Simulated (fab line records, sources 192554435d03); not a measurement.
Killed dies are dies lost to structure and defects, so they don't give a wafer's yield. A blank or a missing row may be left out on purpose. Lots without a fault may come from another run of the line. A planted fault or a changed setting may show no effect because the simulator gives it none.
Split-lot experiment | flow n5_finfet | 7 lots, 21 wafers read, on a route of 1938 steps

THE SPLIT
At N5_BEOL_M8_EXPOSE_08 (exposes mask M8), the setting dose_mj was moved away from the recipe's 68.25 on 6 of the 21 wafers read, by -6.1% to +6.5%. The other wafers ran this setting at the recipe's value.

FROM THE SPLIT TO THE READING: what the file shows between them, 2 steps
- N5_BEOL_M8_PEB_09: peb time 60 s
- N5_BEOL_M8_DEVELOP_10: develop time 30 s

THE READING
cd_nm, in nm, at N5_BEOL_M8_CD_MEAS_11 (target cd 38.5 nm). Fault-free wafers of this fab line usually give 38.4 nm, standard deviation 0.59 nm.

wafer  | tool, chamber at the split | dose_mj as run | against the recipe | cd_nm, nm | against lot-mates on the recipe
L074.3 | arfi_scanner-02, 0         | 68.25          | recipe             | 38.2      | -
L074.5 | arfi_scanner-02, 0         | 68.25          | recipe             | 38.3      | -
L074.6 | arfi_scanner-02, 0         | 68.25          | recipe             | 38.2      | -
L075.3 | arfi_scanner-02, 0         | 68.25          | recipe             | 39.6      | -
L075.4 | arfi_scanner-02, 0         | 68.25          | recipe             | 39.7      | -
L075.5 | arfi_scanner-02, 0         | 68.25          | recipe             | 39.0      | -
L077.2 | arfi_scanner-02, 0         | 68.25          | recipe             | 38.0      | -
L077.3 | arfi_scanner-02, 0         | 66.34          | -2.8%              | 37.6      | -0.4
L077.5 | arfi_scanner-02, 0         | 66.34          | -2.8%              | 36.9      | -1.1
L078.1 | arfi_scanner-01, 0         | 68.25          | recipe             | 38.5      | -
L078.2 | arfi_scanner-01, 0         | 64.12          | -6.1%              | 36.2      | -2.4
L078.4 | arfi_scanner-01, 0         | 68.25          | recipe             | 38.8      | -
L088.1 | arfi_scanner-02, 0         | 71.17          | +4.3%              | 40.0      | +2.1
L088.2 | arfi_scanner-02, 0         | 68.25          | recipe             | 38.1      | -
L088.3 | arfi_scanner-02, 0         | 68.25          | recipe             | 37.6      | -
L090.2 | arfi_scanner-02, 0         | 68.25          | recipe             | 37.5      | -
L090.3 | arfi_scanner-02, 0         | 68.25          | recipe             | 38.2      | -
L090.4 | arfi_scanner-02, 0         | 68.25          | recipe             | 37.9      | -
L094.3 | arfi_scanner-02, 0         | 68.25          | recipe             | 36.8      | -
L094.5 | arfi_scanner-02, 0         | 72.66          | +6.5%              | 40.8      | +4.0
L094.6 | arfi_scanner-02, 0         | 72.66          | +6.5%              | 40.1      | +3.3

THE FIT
A straight line over all 21 wafers: cd_nm changes by +0.349 nm for each +1% of dose_mj; r = +0.83; the points scatter about the line by 0.68 nm.
The same after taking each lot's own level away (the mean of its wafers on the recipe; 21 wafers): +0.484 nm for each +1%; r = +0.97; scatter 0.35 nm.
On that fit, the largest move of dose_mj shifts the reading by 3.1 nm.
The lots' own levels span 36.80 to 39.43 nm, that is 4.5 times the standard deviation above.
So the lot-to-lot level changes the slope: the two fits differ.
Check: with one of the wafers moved furthest among these (+6.5%) left out of the fit, the line predicts +2.95 nm for it against its lot-mates. It came out at +4 nm against them.

OTHER SPLITS ON THESE WAFERS
These wafers also went through other splits before the reading. Each is held against what the fit with the lots' levels taken away leaves over:
other split on the same wafers   | wafers away from the commonest value | r with cd_nm (lot level and that fit taken away)
N5_BEOL_M4_ETCH_70 source_w      | 4                                    | -0.09
N5_BEOL_M4_TRENCH_ETCH_37 time_s | 5                                    | +0.02
N5_BEOL_M6_EXPOSE_08 dose_mj     | 6                                    | +0.05
N5_BEOL_M6_TRENCH_ETCH_37 bias_w | 6                                    | +0.21
N5_BEOL_M7_DESCUM_33 time_s      | 5                                    | -0.51

THE WHOLE CHAIN: every reading that the file lists as answering this split, in the file's order
step                  | what it does                                           | reading                                                               | change (the file's fit)               | r (the file's)
N5_BEOL_M8_CD_MEAS_11 | target cd 38.5 nm                                      | cd_nm                                                                 | +0.476 nm for each +1% of the setting | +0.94
N5_BEOL_M8_ETCH_61    | etches SiARC in CF4, target depth 45.5 nm, time 75.8 s | BEOL_M8.cd_offset_nm (the simulator's own value, which no gauge read) | +0.437 nm for each +1% of the setting | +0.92

THE FILE'S OWN FIT
cd_nm changes by +0.476 nm for each +1% of dose_mj, r = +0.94.
